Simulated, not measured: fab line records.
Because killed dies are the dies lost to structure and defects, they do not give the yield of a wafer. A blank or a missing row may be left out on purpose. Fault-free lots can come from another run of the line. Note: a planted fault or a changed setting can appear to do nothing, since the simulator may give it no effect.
fab line records	flow n5-finfet
[record] lots = 4	wafers = 12	last-day = 16
route steps=1938 shown MOL_CONTACT_COAG@626 BEOL_M0_SAQP@632 BEOL_M4@1111 PASSIVATION@1936
lots that met no fault: taken from a fault-free run of the same line
start-h: hours from the record's first day to the start of the lot's first wafer shown	wait-h: hours from the lot's prior step to this one	" repeats the value in the row above	L1.1+2: several wafers, shown together as one row	- value missing, or start not given	* or withheld: withheld	< > ~ a bound
route shown NAME@n: names a module that has steps shown in the file, with the first one's number in the route	usual: the fault-free wafers' mean and standard deviation	same: alike in all rows	chamber/n: place in a boat	sites: per-site readings	_std_site: the standard deviation of these	_edge_site: inner sites' mean taken away from outer sites' mean	radius-mm: for every site, how far away it sits from the centre of the wafer	mask NAME#n: copy n	behind: the tool/chamber that last shaped the wafer	hold: reason for holding the lot/hours on hold/outcome of the hold	device: which transistor (n, p or np) failed to switch	end of line: the route-end tests of the same wafers	where a step has no rows: the recipe by itself	killed: the dies lost at the first sort to structure and to defects; this is not the yield of the wafer	map: dies across one wafer; x = killed, . = not, _ = none there
set.NAME: setting as actually run; set.NAME@STEP: the setting as run at that earlier step	model.NAME: the simulator's own value behind a step, which no gauge read
certain route steps with their lots: each step a table, each wafer a row
services: the hour from which a tool's chamber was out of use, counted from the record's first day as start-h (under 0 if before that day), plus the number of hours and why
[[steps]]
[step N5_MOL_CONTACT_COAG_SRD_128]
[recipe] dry-time-s = 32	dry = n2-spin	spin-rpm = 1500
[step N5_MOL_CONTACT_COAG_CMP_52]
[recipe] stop-on = SiO2	t-overpolish-s = 1.5	post-cmp-clean = w-dilute-nh4oh	down-force-psi = 4	platen-rpm = 50.289	pad-velocity-m-s = 1.0006	target-thk-nm = 66.5
[step N5_MOL_CONTACT_COAG_ANNEAL_112]
[recipe] temp-c = 400	time-s = 1800	ambient = HPD2	pressure-atm = 10
[step N5_BEOL_M0_SAQP_PECVD_00]
[recipe] material = SiCN	target-thk-a = 80	temp-c = withheld	precursor = 3MS/NH3	pressure-torr = 3	rf-w = 202	time-s = 14
[step N5_BEOL_M0_SAQP_ILD_DEP_01]
[recipe] material = SiOC	target-thk-a = 454.19	temp-c = 350	precursor = DEMS/O2	pressure-torr = 5	rf-w = 500	time-s = 8.7
[step N5_BEOL_M0_SAQP_HM_DEP_02]
[recipe] material = TiN	target-thk-a = 120	temp-c = 25	chamber-pressure-pa = 0.49996
[step N5_BEOL_M0_SAQP_PECVD_03]
[recipe] material = SiCN	target-thk-a = 120	temp-c = withheld	precursor = 3MS/NH3	pressure-torr = 3	rf-w = 202	time-s = 21.1
[step N5_BEOL_M0_SAQP_PECVD_96]
[recipe] material = a-Si	target-thk-a = 450	temp-c = 350	precursor = SiH4/He	pressure-torr = 3	rf-w = 100	time-s = 45.2
[step N5_BEOL_M0_SAQP_PECVD_97]
[recipe] material = SiNx	target-thk-a = 230	temp-c = 350	precursor = SiH4/NH3/N2	pressure-torr = 1.5	rf-w = 300	time-s = 19.9
[step N5_BEOL_M0_SAQP_PECVD_04]
[recipe] material = a-Si	target-thk-a = 600	temp-c = 350	precursor = SiH4/He	pressure-torr = 3	rf-w = 100	time-s = 60.2
[usual] heater-power-w = 568/48	showerhead-plenum-p-Torr = 5.67/0.057	showerhead-vpp-V = 592/29	throttle-valve-pct = 18.0/1.3
lot.wafer	tool	chamber	start-h	wait-h	heater-power-w	showerhead-plenum-p-Torr	showerhead-vpp-V	throttle-valve-pct	model.a-Si_of_BEOL_M0_SAQP_PECVD_04.thk-nm
L672.1	pecvd-04	1	165.58	0.0	653	5.70	604	18.3	60.8
L672.4	"	0	"	"	605	5.62	605	17.3	61.4
L672.6	"	1	"	"	625	5.70	605	18.1	61.8
L674.2	pecvd-04	1	174.24	0.0	644	5.71	600	18.2	61
L674.3	"	2	"	"	516	5.69	566	18.0	60.6
L674.6	"	0	"	"	571	5.64	610	17.1	61
L679.1	pecvd-04	2	203.03	0.0	532	5.69	559	18.3	59.4
L679.2	"	0	"	"	607	5.63	597	17.2	111.4
L679.3	"	1	"	"	636	5.70	603	18.3	60.2
L680.1	pecvd-04	1	213.46	0.0	642	5.69	610	18.2	59.2
L680.3	"	1	"	"	640	5.70	608	18.1	60
L680.5	"	2	"	"	504	5.70	568	18.2	111.6
[step N5_BEOL_M0_SAQP_THK_MEAS_05]
[usual] thk-nm = 60.3/1
lot.wafer	tool	chamber	start-h	wait-h	thk-nm
L672.1	film-metro-01	-	165.68	0.1	60.8
L672.4	"	-	"	"	61.4
L672.6	"	-	"	"	61.8
L674.2	film-metro-02	-	174.34	0.1	61.0
L674.3	"	-	"	"	60.6
L674.6	"	-	"	"	61.0
L679.1	film-metro-02	-	203.13	0.1	59.4
L679.2	"	-	"	"	111.4
L679.3	"	-	"	"	60.1
L680.1	film-metro-01	-	213.59	0.1	59.2
L680.3	"	-	"	"	60.0
L680.5	"	-	"	"	111.6
[step N5_BEOL_M0_SAQP_HM_DEP_111]
[recipe] material = SiO2	target-thk-a = 120	temp-c = 400	precursor = SiH4/N2O	pressure-torr = 0.75	rf-w = 275	time-s = 7.2
[step N5_BEOL_M0_SAQP_COAT_81]
[recipe] resist = SOC	temp-c = 250	time-s = 60	spin-rpm = 1500	resist-thk-nm = 100
[step N5_BEOL_M0_SAQP_COAT_82]
[recipe] resist = SiARC	temp-c = 220	time-s = 60	spin-rpm = 1500	resist-thk-nm = 30
[step N5_BEOL_M0_SAQP_COAT_08]
[recipe] resist = CAR-ArF	spin-rpm = 1500	resist-thk-nm = 90
[step N5_BEOL_M0_SAQP_EBR_10]
[recipe] solvent = PGMEA	ebr-width-mm = 1.5
[step N5_BEOL_M0_SAQP_SOFTBAKE_09]
[recipe] temp-c = 110	time-s = 60	resist = CAR-ArF
[step N5_BEOL_M0_SAQP_EXPOSE_11]
[recipe] mask-id = M0_CORE	na = 1.35	source-shape = dipole	sigma-inner = 0.538	sigma-outer = 0.738	polarization = te	target-cd-nm = 42	dose-mj = 55
[step N5_BEOL_M0_SAQP_PEB_12]
[recipe] peb-temp-c = withheld	peb-time-s = 60	resist = CAR-ArF
[step N5_BEOL_M0_SAQP_DEVELOP_13]
[recipe] develop-time-s = 30	developer = TMAH	resist = CAR-ArF	dev-temp-c = 23	rinse-liquid = diw	dry = air-spin
[step N5_BEOL_M0_SAQP_DESCUM_19]
[recipe] chemistry = O2	time-s = 7.9	source-power-w = 50	bias-power-w = 20	pressure-mtorr = 20	rf-frequency-hz = 2.712e+07	temp-c = 40	resist = CAR-ArF	o2-flow-sccm = 225
[step N5_BEOL_M0_SAQP_ETCH_83]
[recipe] chemistry = CF4	target = SiARC	target-depth-a = 390	mask-material = CAR-ArF	time-s = 65	ion-energy-ev = 80	pressure-mtorr = 40	source-w = 545	bias-w = 36	Ar_flow_sccm = 100	cf4-flow-sccm = 100	ends = cleared
[step N5_BEOL_M0_SAQP_ETCH_84]
[recipe] chemistry = N2/H2	target = SOC	target-depth-a = 1000	overetch-a = 200	mask-material = SiARC	temp-c = 40	time-s = 150	ion-energy-ev = 200	pressure-mtorr = 30	source-w = 840	bias-w = 150	n2-flow-sccm = 200	h2-flow-sccm = 200
[step N5_BEOL_M0_SAQP_STRIP_80]
[recipe] chemistry = N2/H2	temp-c = 40	n2-flow-sccm = 200	h2-flow-sccm = 200	rf-frequency-hz = 6e+07
[step N5_BEOL_M0_SAQP_HM_OPEN_112]
[recipe] chemistry = CHF3/O2	target = SiO2	stop-on = a-Si	target-depth-a = 120	over-etch-frac = 1.25	mask-material = SOC	time-s = 13.5	pressure-mtorr = 30	source-w = 650	bias-w = 170	Ar_flow_sccm = 200	CHF3_flow_sccm = 50	O2_flow_sccm = 5	ion-energy-ev = 200	ends = end-point
[step N5_BEOL_M0_SAQP_STRIP_113]
[recipe] chemistry = CHF3/O2	resist = SiARC	rf-frequency-hz = 6e+07
[step N5_BEOL_M0_SAQP_MANDREL_ETCH_20]
[recipe] target-depth-a = 600	chemistry = HBr/Cl2	target = a-Si	stop-on = SiNx	bt-time-s = 10	mask-material = SOC	over-etch-frac = 0.5	time-s = 30	pressure-mtorr = 10	icp-w = 800	bias-w = 75	HBr_flow_sccm = 150	Cl2_flow_sccm = 80	ends = end-point
[usual] bias-w = 74.98/0.21	chamber-pressure-mTorr = 10.000/0.0097	drypump-motor-current-A = 5.7/0.43	oes-product-au = 0.781/0.014	throttle-valve-pct = 35.5/0.34
[same] bt-time-s = 10
lot.wafer	tool	chamber	start-h	wait-h	bias-w	chamber-pressure-mTorr	drypump-motor-current-A	oes-product-au	rf-hours-counter-h	throttle-valve-pct	model.etch.depth-nm
L672.1	rie-si-01	3	166.52	0.0	74.64	10.006	5.4	0.790	4	34.8	60.85
L672.4	"	0	"	"	74.91	10.011	6.6	0.787	57	36.0	61.37
L672.6	"	2	"	"	75.09	9.991	5.8	0.801	-	35.5	61.75
L674.2	rie-si-06	1	175.18	0.0	75.42	10.004	5.6	0.785	130	35.8	60.91
L674.3	"	3	"	"	74.84	10.017	5.3	0.761	189	35.3	60.61
L674.6	"	1	"	"	75.23	10.000	5.6	0.787	-	35.8	61.06
L679.1	rie-si-01	0	203.85	0.0	74.94	9.999	6.6	0.764	57	36.0	59.39
L679.2	"	3	"	"	74.95	9.993	5.4	1.032	4	34.4	91.92
L679.3	"	1	"	"	74.65	10.002	5.8	0.795	44	35.0	60.13
L680.1	rie-si-04	0	214.43	0.0	74.87	9.988	5.7	0.762	90	35.3	59.18
L680.3	"	2	"	"	74.56	10.006	5.3	0.783	108	35.5	60.01
L680.5	"	3	"	"	75.05	9.970	6.1	0.964	-	35.0	86.67
[step N5_BEOL_M0_SAQP_STRIP_86]
[recipe] chemistry = N2/H2	power-w = 500	temp-c = 40	pressure-mtorr = 50	rf-frequency-hz = 6e+07	overash-fraction = 0.3	bias-power-w = 28	h2-frac = 0.5	n2-flow-sccm = 300	h2-flow-sccm = 300
[step N5_BEOL_M0_SAQP_STRIP_115]
[recipe] chemistry = post-etch-residue-remover	time-s = 60	temp-c = 25	remover-ph = withheld	remover-water-wt-pct = withheld	remover-fluoride-wt-pct = withheld
[step N5_BEOL_M0_SAQP_SRD_93]
[recipe] dry = ipa-marangoni	time-s = 30	temp-c = 23	rinse-liquid = diw
[step N5_BEOL_M0_SAQP_RECESS_114]
[recipe] chemistry = HF/NH3	target = SiO2	target-depth-a = 144	afs-cycles = 3	temp-c = 30	sublimation-temp-c = 180	sublimation-time-s = 60
[step N5_BEOL_M0_SAQP_SPACER1_ALD_98]
[recipe] material = SiO2	target-thk-a = 128	temp-c = 300	ald-precursor-family = BDEAS	ald-co-reactant = O2-plasma	pulse-time-s = 1	purge-time-s = 2	co-reactant-purge-time-s = 2	ald-cycles = 138	pressure-torr = 2
[step N5_BEOL_M0_SAQP_SPACER1_ETCHBACK_99]
[recipe] chemistry = CHF3/O2	mode = anisotropic-etchback	target = SiO2	target-depth-a = 154	time-s = 7.7	pressure-mtorr = 30	source-w = 650	bias-w = 170	Ar_flow_sccm = 200	CHF3_flow_sccm = 50	O2_flow_sccm = 5	ion-energy-ev = 200
[usual] bias-w = 170.0/0.53	chamber-pressure-mTorr = 30.001/0.026	drypump-motor-current-A = 5.8/0.53	oes_ar_750_au = 0.81/0.087	oes-product-au = 0.81/0.091	rf-vpp-V = 517/16	showerhead-plenum-p-Torr = 2.37/0.051	throttle-valve-pct = 18.82/0.24
lot.wafer	tool	chamber	start-h	wait-h	bias-w	chamber-pressure-mTorr	drypump-motor-current-A	oes_ar_750_au	oes-product-au	rf-hours-counter-h	rf-vpp-V	showerhead-plenum-p-Torr	throttle-valve-pct	model.a-Si_of_BEOL_M0_SAQP_PECVD_04.thk-nm
L672.1	rie-diel-01	1	167.61	0.3	170.4	30.010	5.7	0.69	0.66	229	514	2.28	18.99	60.2
L672.4	"	1	"	"	169.9	30.015	5.7	0.69	0.67	-	516	2.28	18.99	60.8
L672.6	"	0	"	"	169.1	29.993	6.0	0.74	0.74	-	540	2.40	18.96	61.2
L674.2	rie-diel-03	2	176.73	0.3	170.1	29.998	5.2	0.74	0.73	197	536	2.40	19.06	60.2
L674.3	"	0	"	"	169.8	30.004	6.5	0.70	0.69	239	511	2.41	19.21	60
L674.6	"	1	"	"	170.2	30.029	4.7	0.90	0.90	-	516	2.36	18.93	60.4
L679.1	rie-diel-01	0	205.17	0.4	170.4	30.047	6.0	0.74	0.74	162	540	2.40	18.99	58.8
L679.2	"	1	"	"	170.1	30.014	5.7	0.68	0.25	239	515	2.28	18.88	110.8
L679.3	"	3	"	"	169.8	29.961	6.3	0.77	0.74	133	488	2.32	18.81	59.6
L680.1	rie-diel-03	3	215.64	0.3	169.6	29.997	6.4	0.91	0.90	33	518	2.34	18.36	58.6
L680.3	"	2	"	"	169.7	29.971	5.2	0.73	0.72	210	538	2.39	19.07	59.4
L680.5	"	2	"	"	170.0	29.999	5.2	0.73	0.27	-	537	2.39	18.96	111
[step N5_BEOL_M0_SAQP_MANDREL1_REMOVE_100]
[recipe] chemistry = HBr/Cl2/O2	bt-time-s = 10	target = a-Si	stop-on = SiNx	endpoint = OES-SiCl	over-etch-frac = 0.85	icp-w = 600	bias-w = 30	HBr_flow_sccm = 150	Cl2_flow_sccm = 80	O2_flow_sccm = 5	pressure-mtorr = 10
[step N5_BEOL_M0_SAQP_ETCH_101]
[recipe] chemistry = CH3F/O2	target = SiNx	mask-material = SiO2	target-depth-a = 299	time-s = 42.7	pressure-mtorr = 30	source-w = 395	bias-w = 73	Ar_flow_sccm = 150	CH3F_flow_sccm = 30	O2_flow_sccm = 20	ion-energy-ev = 120
[step N5_BEOL_M0_SAQP_INSPECT_42]
[recipe] mode = adi	inspect-instrument = brightfield
[usual] raw-defect-count = 312/78
lot.wafer	tool	chamber	start-h	wait-h	raw-defect-count
L672.1	defect-inspect-02	-	170.31	0.1	259
L672.4	"	-	"	"	288
L672.6	"	-	"	"	258
L674.2	defect-inspect-01	-	179.36	0.0	202
L674.3	"	-	"	"	338
L674.6	"	-	"	"	373
L679.1	defect-inspect-02	-	208.04	0.1	369
L679.2	"	-	"	"	2029
L679.3	"	-	"	"	542
L680.1	defect-inspect-02	-	218.23	0.1	346
L680.3	"	-	"	"	255
L680.5	"	-	"	"	2246
[step N5_BEOL_M4_RC_MEAS_101]
[usual] DIBL_N = 37.3/2.3	DIBL_P = 37.4/2.9	IOFF_N = 0.18/0.045	IOFF_P = 0.25/0.054	ION_N = 679/15	ION_P = 468/9.7	SS_N = 71.8/0.62	SS_P = 73.6/0.76	VT_N = 248/4.1	VT_P = -248/3.6
lot.wafer	tool	chamber	start-h	wait-h	DIBL_N[mV/V]	DIBL_P[mV/V]	IOFF_N[nA/um]	IOFF_P[nA/um]	ION_N[uA/um]	ION_P[uA/um]	SS_N[mV/dec]	SS_P[mV/dec]	VT_N[mV]	VT_P[mV]
L672.1	prober-02	0	217.87	0.0	36.9	37.5	0.17	0.22	681	476	71.2	73.7	252	-250
L672.4	"	0	"	"	39.8	41.5	0.23	0.31	696	481	72.6	74.1	246	-245
L672.6	"	0	"	"	37.7	37.9	0.17	0.23	679	464	71.3	73.6	251	-250
L674.2	prober-02	0	236.62	0.2	37.3	38.8	0.20	0.23	690	473	72.1	74.6	243	-251
L674.3	"	0	"	"	39.6	40.5	0.21	0.26	678	456	72.7	75.0	249	-251
L674.6	"	0	"	"	38.1	38.6	0.18	0.22	669	454	72.2	74.0	250	-252
L679.1	prober-02	0	268.65	0.0	31.8	32.1	0.12	0.17	649	452	71.1	72.6	253	-250
L679.3	"	0	"	"	31.2	31.6	0.11	0.17	663	460	70.8	72.3	251	-252
L680.1	prober-01	0	270.67	0.0	34.9	34.4	0.15	0.20	670	465	70.9	72.8	253	-249
L680.3	"	0	"	"	37.3	38.6	0.20	0.29	688	472	71.8	74.5	248	-245
[step N5_PASSIVATION_PROBE_49]
[usual] defect-limited-yield = 91.3/1.5	killed_at_M0_to_M3 = 35/8.7	killed_at_M4_up = 14/5.5	killed-at-contacts = 11/5.6	killed-at-front-end = 39/13	killed-at-other = 3.7/2.2	killed-dies = 103/18	killed-on-rim = 14/4.4	killed-open = 69/14	killed-short = 33/7.8	sort_bin_5_function = 5.1/0.99	sort_bin_6_memory = 3.3/0.67	sort_bin_8_speed = 0.02/0.17	sort-n-pass = 1077/18	sort-yield-pct = 91.2/1.5
[same] gross-dies = 1180	killed-at-back-side = 0	sort_bin_4_leakage[%] = 0
lot.wafer	tool	chamber	start-h	wait-h	defect-limited-yield[%]	killed_at_M0_to_M3	killed_at_M4_up	killed-at-contacts	killed-at-front-end	killed-at-other	killed-dies	killed-on-rim	killed-open	killed-short	sort_bin_5_function[%]	sort_bin_6_memory[%]	sort_bin_8_speed[%]	sort-n-pass	sort-yield-pct[%]
L672.1	prober-01	-	325.63	0.0	93.6	20	7	3	41	5	76	8	44	32	4.0	2.3	0	1104	93.6
L672.4	prober-01	-	325.78	0.2	91.9	27	16	6	45	2	96	12	55	41	4.9	3.1	0	1084	91.9
L672.6	prober-01	-	325.88	0.3	93.3	15	9	6	45	4	79	10	47	30	4.1	2.5	0	1101	93.3
L674.2	prober-02	-	350.47	0.1	91.4	54	9	13	23	2	101	18	73	28	5.1	3.0	0	1079	91.4
L674.3	prober-02	-	350.52	0.1	90.4	49	22	14	26	2	113	16	80	32	5.8	3.6	0	1067	90.4
L674.6	prober-02	-	350.67	0.3	92.5	37	7	26	14	4	88	12	67	21	4.5	2.6	0	1092	92.5
L679.1	prober-01	-	377.61	0.0	93.5	30	6	9	30	2	77	10	52	24	3.5	2.6	0.08	1102	93.4
L679.2	prober-01	-	377.66	0.1	0	1103	22	14	37	4	1180	152	75	44	95.5	4.2	0	0	0
L679.3	prober-01	-	377.71	0.1	92.2	32	12	10	37	1	92	10	64	28	4.2	3.3	0	1088	92.2
L680.1	prober-01	-	377.95	0.0	94.5	23	12	5	21	4	65	15	41	22	3.6	1.7	0	1115	94.5
L680.3	prober-01	-	378.05	0.1	94.7	12	11	18	12	9	62	11	38	20	2.5	2.5	0	1118	94.7
L680.5	prober-01	-	378.15	0.2	0	1144	13	4	14	5	1180	152	51	15	97.7	2.3	0	0	0
// killed by level:class
L672.1 STI_FIN_REVEAL:geometric-particle:open=10 FIN_SAQP:geometric-particle:short=8 GATE_CUT:geometric-particle:short=5 BEOL_M0_SAQP:geometric-particle:short=5 BEOL_M1:geometric-particle:open=5 BEOL_M4:geometric-particle:open=5 DUMMY_GATE:geometric-particle:open=4 FIN_SAQP:geometric-particle:open=3
L672.4 BEOL_M4:geometric-particle:open=9 STARTING-WAFER:geometric-particle:short=8 FIN_SAQP:geometric-particle:short=7 STI_FIN_REVEAL:geometric-particle:open=7 BEOL_M3:geometric-particle:open=6 FIN_SAQP:geometric-particle:open=5 MOL_CONTACT_COAG:geometric-particle:open=5 BEOL_M1:geometric-particle:open=5
L672.6 FIN_SAQP:geometric-particle:open=13 STI_FIN_REVEAL:geometric-particle:open=7 GATE_CUT:geometric-particle:short=7 MOL_CONTACT_COAG:geometric-particle:open=6 BEOL_M0_SAQP:geometric-particle:short=6 FIN_SAQP:geometric-particle:short=5 GATE_CUT:geometric-particle:open=4 BEOL_M3:geometric-particle:open=3
L674.2 BEOL_M2:geometric-particle:open=15 MOL_CONTACT_COAG:geometric-particle:open=9 BEOL_M0_SAQP:geometric-particle:short=8 BEOL_M1:geometric-particle:open=8 BEOL_M0_SAQP:geometric-particle:open=7 BEOL_M3:geometric-particle:open=7 FIN_SAQP:geometric-particle:open=5 GATE_CUT:geometric-particle:short=5
L674.3 BEOL_M4:geometric-particle:open=11 MOL_CONTACT_COAG:geometric-particle:open=10 FIN_SAQP:geometric-particle:open=9 BEOL_M0:geometric-particle:open=9 BEOL_M0_SAQP:geometric-particle:open=8 BEOL_M0_SAQP:geometric-particle:short=6 BEOL_M2:geometric-particle:open=6 BEOL_M1:geometric-particle:open=6
L674.6 MOL_CONTACT_COAG:geometric-particle:open=24 BEOL_M0_SAQP:geometric-particle:open=8 BEOL_M0:geometric-particle:open=8 BEOL_M2:geometric-particle:open=7 FIN_SAQP:geometric-particle:open=5 BEOL_M0_SAQP:geometric-particle:short=4 BEOL_M4:geometric-particle:open=4 BEOL_M2:geometric-particle:short=3
L679.1 BEOL_M1:geometric-particle:open=10 BEOL_M0_SAQP:geometric-particle:open=7 GATE_CUT:geometric-particle:open=5 MOL_CONTACT_COAG:geometric-particle:open=5 BEOL_M0_SAQP:geometric-particle:short=5 STI_FIN_REVEAL:geometric-particle:open=4 GATE_CUT:geometric-particle:short=4 MOL_CONTACT_COAG:geometric-particle:short=4
L679.2 BEOL_M0_SAQP:area-etch=1061 BEOL_M0_SAQP:geometric-particle:short=20 MOL_CONTACT_COAG:geometric-particle:open=10 BEOL_M0_SAQP:geometric-particle:open=9 BEOL_M1:geometric-particle:open=7 BEOL_M4:geometric-particle:open=7 SPACER0:geometric-particle:open=6 BEOL_M5:geometric-particle:open=5
L679.3 BEOL_M0_SAQP:geometric-particle:open=12 MOL_CONTACT_COAG:geometric-particle:open=10 BEOL_M0_SAQP:geometric-particle:short=7 GATE_CUT:geometric-particle:open=6 DUMMY_GATE:geometric-particle:open=5 BEOL_M1:geometric-particle:open=5 STI_FIN_REVEAL:geometric-particle:open=3 SPACER0:geometric-particle:short=3
L680.1 BEOL_M2:geometric-particle:open=6 STI_FIN_REVEAL:geometric-particle:open=5 STARTING-WAFER:geometric-particle:short=5 BEOL_M1:geometric-particle:open=4 FIN_SAQP:geometric-particle:open=3 MOL_CONTACT_COAG:geometric-particle:open=3 BEOL_M0_SAQP:geometric-particle:short=3 BEOL_M0_SAQP:geometric-particle:open=3
L680.3 MOL_CONTACT_COAG:geometric-particle:open=14 MOL_CONTACT_COAG:geometric-particle:short=4 FIN_SAQP:geometric-particle:open=3 BEOL_M3:geometric-particle:open=3 ILD0:geometric-particle:short=3 BEOL_M5:coat-microbubble-printed=3 BEOL_M4:geometric-particle:open=3 BEOL_M4:geometric-particle:short=3
L680.5 BEOL_M0_SAQP:area-etch=1114 BEOL_M3:geometric-particle:open=10 BEOL_M0_SAQP:geometric-particle:open=7 BEOL_M2:geometric-particle:open=7 STI_FIN_REVEAL:geometric-particle:short=5 STI_FIN_REVEAL:geometric-particle:open=4 MOL_CONTACT_COAG:geometric-particle:open=4 BEOL_M5:geometric-particle:open=4
// map L679.2 (x killed, . not)
_________________xxxxxxxxxxxx________________
______________xxxxxxxxxxxxxxxxxx_____________
___________xxxxxxxxxxxxxxxxxxxxxxxx__________
__________xxxxxxxxxxxxxxxxxxxxxxxxxx_________
________xxxxxxxxxxxxxxxxxxxxxxxxxxxxxx_______
_______xxxxxxxxxxxxxxxxxxxxxxxxxxxxxxxx______
______xxxxxxxxxxxxxxxxxxxxxxxxxxxxxxxxxx_____
_____xxxxxxxxxxxxxxxxxxxxxxxxxxxxxxxxxxxx____
____xxxxxxxxxxxxxxxxxxxxxxxxxxxxxxxxxxxxxx___
___xxxxxxxxxxxxxxxxxxxxxxxxxxxxxxxxxxxxxxxx__
___xxxxxxxxxxxxxxxxxxxxxxxxxxxxxxxxxxxxxxxx__
__xxxxxxxxxxxxxxxxxxxxxxxxxxxxxxxxxxxxxxxxxx_
__xxxxxxxxxxxxxxxxxxxxxxxxxxxxxxxxxxxxxxxxxx_
_xxxxxxxxxxxxxxxxxxxxxxxxxxxxxxxxxxxxxxxxxxxx
_xxxxxxxxxxxxxxxxxxxxxxxxxxxxxxxxxxxxxxxxxxxx
_xxxxxxxxxxxxxxxxxxxxxxxxxxxxxxxxxxxxxxxxxxxx
_xxxxxxxxxxxxxxxxxxxxxxxxxxxxxxxxxxxxxxxxxxxx
_xxxxxxxxxxxxxxxxxxxxxxxxxxxxxxxxxxxxxxxxxxxx
_xxxxxxxxxxxxxxxxxxxxxxxxxxxxxxxxxxxxxxxxxxxx
_xxxxxxxxxxxxxxxxxxxxxxxxxxxxxxxxxxxxxxxxxxxx
_xxxxxxxxxxxxxxxxxxxxxxxxxxxxxxxxxxxxxxxxxxxx
__xxxxxxxxxxxxxxxxxxxxxxxxxxxxxxxxxxxxxxxxxx_
__xxxxxxxxxxxxxxxxxxxxxxxxxxxxxxxxxxxxxxxxxx_
___xxxxxxxxxxxxxxxxxxxxxxxxxxxxxxxxxxxxxxxx__
___xxxxxxxxxxxxxxxxxxxxxxxxxxxxxxxxxxxxxxxx__
____xxxxxxxxxxxxxxxxxxxxxxxxxxxxxxxxxxxxxx___
_____xxxxxxxxxxxxxxxxxxxxxxxxxxxxxxxxxxxx____
______xxxxxxxxxxxxxxxxxxxxxxxxxxxxxxxxxx_____
_______xxxxxxxxxxxxxxxxxxxxxxxxxxxxxxxx______
________xxxxxxxxxxxxxxxxxxxxxxxxxxxxxx_______
__________xxxxxxxxxxxxxxxxxxxxxxxxxx_________
___________xxxxxxxxxxxxxxxxxxxxxxxx__________
______________xxxxxxxxxxxxxxxxxx_____________
_________________xxxxxxxxxxxx________________
// map L680.5 (x killed, . not)
_________________xxxxxxxxxxxx________________
______________xxxxxxxxxxxxxxxxxx_____________
___________xxxxxxxxxxxxxxxxxxxxxxxx__________
__________xxxxxxxxxxxxxxxxxxxxxxxxxx_________
________xxxxxxxxxxxxxxxxxxxxxxxxxxxxxx_______
_______xxxxxxxxxxxxxxxxxxxxxxxxxxxxxxxx______
______xxxxxxxxxxxxxxxxxxxxxxxxxxxxxxxxxx_____
_____xxxxxxxxxxxxxxxxxxxxxxxxxxxxxxxxxxxx____
____xxxxxxxxxxxxxxxxxxxxxxxxxxxxxxxxxxxxxx___
___xxxxxxxxxxxxxxxxxxxxxxxxxxxxxxxxxxxxxxxx__
___xxxxxxxxxxxxxxxxxxxxxxxxxxxxxxxxxxxxxxxx__
__xxxxxxxxxxxxxxxxxxxxxxxxxxxxxxxxxxxxxxxxxx_
__xxxxxxxxxxxxxxxxxxxxxxxxxxxxxxxxxxxxxxxxxx_
_xxxxxxxxxxxxxxxxxxxxxxxxxxxxxxxxxxxxxxxxxxxx
_xxxxxxxxxxxxxxxxxxxxxxxxxxxxxxxxxxxxxxxxxxxx
_xxxxxxxxxxxxxxxxxxxxxxxxxxxxxxxxxxxxxxxxxxxx
_xxxxxxxxxxxxxxxxxxxxxxxxxxxxxxxxxxxxxxxxxxxx
_xxxxxxxxxxxxxxxxxxxxxxxxxxxxxxxxxxxxxxxxxxxx
_xxxxxxxxxxxxxxxxxxxxxxxxxxxxxxxxxxxxxxxxxxxx
_xxxxxxxxxxxxxxxxxxxxxxxxxxxxxxxxxxxxxxxxxxxx
_xxxxxxxxxxxxxxxxxxxxxxxxxxxxxxxxxxxxxxxxxxxx
__xxxxxxxxxxxxxxxxxxxxxxxxxxxxxxxxxxxxxxxxxx_
__xxxxxxxxxxxxxxxxxxxxxxxxxxxxxxxxxxxxxxxxxx_
___xxxxxxxxxxxxxxxxxxxxxxxxxxxxxxxxxxxxxxxx__
___xxxxxxxxxxxxxxxxxxxxxxxxxxxxxxxxxxxxxxxx__
____xxxxxxxxxxxxxxxxxxxxxxxxxxxxxxxxxxxxxx___
_____xxxxxxxxxxxxxxxxxxxxxxxxxxxxxxxxxxxx____
______xxxxxxxxxxxxxxxxxxxxxxxxxxxxxxxxxx_____
_______xxxxxxxxxxxxxxxxxxxxxxxxxxxxxxxx______
________xxxxxxxxxxxxxxxxxxxxxxxxxxxxxx_______
__________xxxxxxxxxxxxxxxxxxxxxxxxxx_________
___________xxxxxxxxxxxxxxxxxxxxxxxx__________
______________xxxxxxxxxxxxxxxxxx_____________
_________________xxxxxxxxxxxx________________
[[services]]
tool	chamber	start-h	hours	kind
pecvd-04	0	142.65	15.8	repair
rie-si-06	1	157.07	3.3	repair
rie-si-04	1	179.67	5.7	repair
pecvd-04	1	186.97	5.1	repair
rie-si-06	3	194.04	-	clean
rie-si-06	3	194.04	31.2	scheduled-down
rie-si-06	3	194.04	31.2	vent-cycle
pecvd-04	0	213.15	5.5	scheduled-down
rie-diel-03	0	214.92	-	clean
rie-diel-03	0	214.92	-	consumable-replace:focus-ring
rie-diel-03	0	214.92	18.6	scheduled-down
rie-diel-03	0	214.92	18.6	vent-cycle
[[key]]
[first-sign] step = N5_BEOL_M0_SAQP_THK_MEAS_05	reading = thk-nm	direction = up	sigmas = 51	usual = *	struck = *
[effect] step = N5_BEOL_M0_SAQP_MANDREL_ETCH_20	reading = oes-product-au	direction = up	sigmas = 16	usual = 0.781	struck = 0.998
[effect] step = N5_BEOL_M0_SAQP_SPACER1_ETCHBACK_99	reading = oes-product-au	direction = down	sigmas = 6	usual = 0.81	struck = 0.26
[effect] step = N5_BEOL_M0_SAQP_INSPECT_42	reading = raw-defect-count	direction = up	sigmas = 23	usual = 312	struck = 2138
[effect] step = N5_PASSIVATION_PROBE_49	reading = killed_at_M0_to_M3	direction = up	sigmas = 99+	usual = 35	struck = 1124
[model-effect] step = N5_BEOL_M0_SAQP_PECVD_04	value = a-Si_of_BEOL_M0_SAQP_PECVD_04.thk-nm	without = 59.4	struck = 111.5
[model-effect] step = N5_BEOL_M0_SAQP_MANDREL_ETCH_20	value = etch.depth-nm	without = 59.33	struck = 89.3
[model-effect] step = N5_BEOL_M0_SAQP_SPACER1_ETCHBACK_99	value = a-Si_of_BEOL_M0_SAQP_PECVD_04.thk-nm	without = 58.7	struck = 110.9
[more-kills-born-at] N5_BEOL_M0_SAQP_MANDREL_ETCH_20@rie-si-04 = 1114	N5_BEOL_M0_SAQP_MANDREL_ETCH_20@rie-si-01 = 1061
met-at N5_BEOL_M0_SAQP_PECVD_04
struck-wafers L679.2,L680.5
later-rows-left-out L679.2,L680.5
onset-between 174.24 203.03
[fault] kind = process-parameter-drift	tool = pecvd-04	chamber = -	onset-h = 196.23	steps = N5_BEOL_M0_SAQP_PECVD_04	channel = time-s	offset = *	shape = step	end-h = 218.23	scope = struck-wafers-only	acts-in = *	stated = *
// later-rows-left-out: the simulator's readings of these wafers behind a module that went badly wrong aren't trusted and aren't shown, but for the sort
